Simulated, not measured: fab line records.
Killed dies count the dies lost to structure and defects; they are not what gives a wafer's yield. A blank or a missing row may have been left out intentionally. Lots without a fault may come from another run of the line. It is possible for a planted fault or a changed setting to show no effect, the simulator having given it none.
Code-filled problem report in 8D (eight disciplines) form / flow n5-finfet / the parts of the form that need people (team, actions taken, sign-off) are left out

== 1. THE PROBLEM ==
At N5_BEOL_M0_SAQP_COAT_08, spin-speed-rpm averages 1803.8 rpm over 6 wafers from 2 lots, while fault-free wafers read 1499.9 rpm, standard deviation 1. That is +99 or more standard deviations from the usual mean.
The step: resist thk 90 nm.
Seen first at day 8 09:13 on litho-track-03, wafer L158.4. The record has a number at this step for 30 wafers belonging to 10 lots. Rule for "out" (also "out of limits"): further than 4 standard deviations from the usual mean. All remaining wafers that have a number are taken as sound.

== 2. WHAT IT IS; WHAT IT IS NOT ==
question=which readings at this step | is=spin-speed-rpm | is not=-
question=which lots | is=L158, L160 | is not=L152, L154, L156, L164, L165, L166, L169, L170
question=which wafers of those lots | is=all that have a number | is not=-
question=read on which tools | is=litho-track-03 | is not=litho-track-01
question=when | is=from day 8 09:13 | is not=up to then (9 sound wafers); but 15 sound wafers of L164, L165, L166, L169, L170 came after

== 3. WHAT RULES OUT EACH SUSPECT ==
Counting: a tool stays on the suspect list if, at a process step up to the reading, it processed all lots that are out and no sound lot following the first of them.
- cmp-02 at N5_MOL_CONTACT_COAG_CMP_52 (polishes, stops on SiO2, t overpolish 1.5 s, target thk 66.5 nm): ruled out as a lasting fault. Following L158 (day 8 02:42), the first lot on it that is out, the sound lots L164, L170 were run on it.
- litho-track-03 at N5_BEOL_M0_SAQP_COAT_08 (resist thk 90 nm): ruled out as a lasting fault. Following L158 (day 8 09:13), the first lot on it that is out, the sound lots L170 were run on it.
Left after counting: nothing in the record.

== 4. THE CAUSE (what the simulator had put in) ==
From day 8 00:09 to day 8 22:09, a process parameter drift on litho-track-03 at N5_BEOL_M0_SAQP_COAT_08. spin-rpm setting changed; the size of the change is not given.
Counting ruled it out, wrongly.

== 5. THE EFFECT CHAIN, in route order ==
One row per reading whose mean, taken over the struck wafers that have a number, lies over 3 standard deviations from the usual. Only readings whose record carries a usual standard deviation are examined. hours: median over the lots of the time between each lot's start at the first step of this table that gives one and its start at this step. sigmas: the change, counted in usual standard deviations.
hours=0; step=N5_BEOL_M0_SAQP_COAT_08; reading=spin-speed-rpm; usual=1499.9 rpm; on struck wafers=1803.8; change=+303.8; sigmas=+99 or more
It contains these process steps:
- N5_BEOL_M0_SAQP_COAT_08: resist thk 90 nm.
At these later measuring or inspecting steps, every struck wafer for which the step has a row has a number for every such reading, and none has moved that far: N5_BEOL_M0_SAQP_OVL_MEAS_15, N5_BEOL_M4_RC_MEAS_101.

== 6. WHAT WOULD HAVE CAUGHT IT SOONER ==
In this record no reading fell out of limits until day 8 09:13, 9 hours after the fault had begun at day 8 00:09.
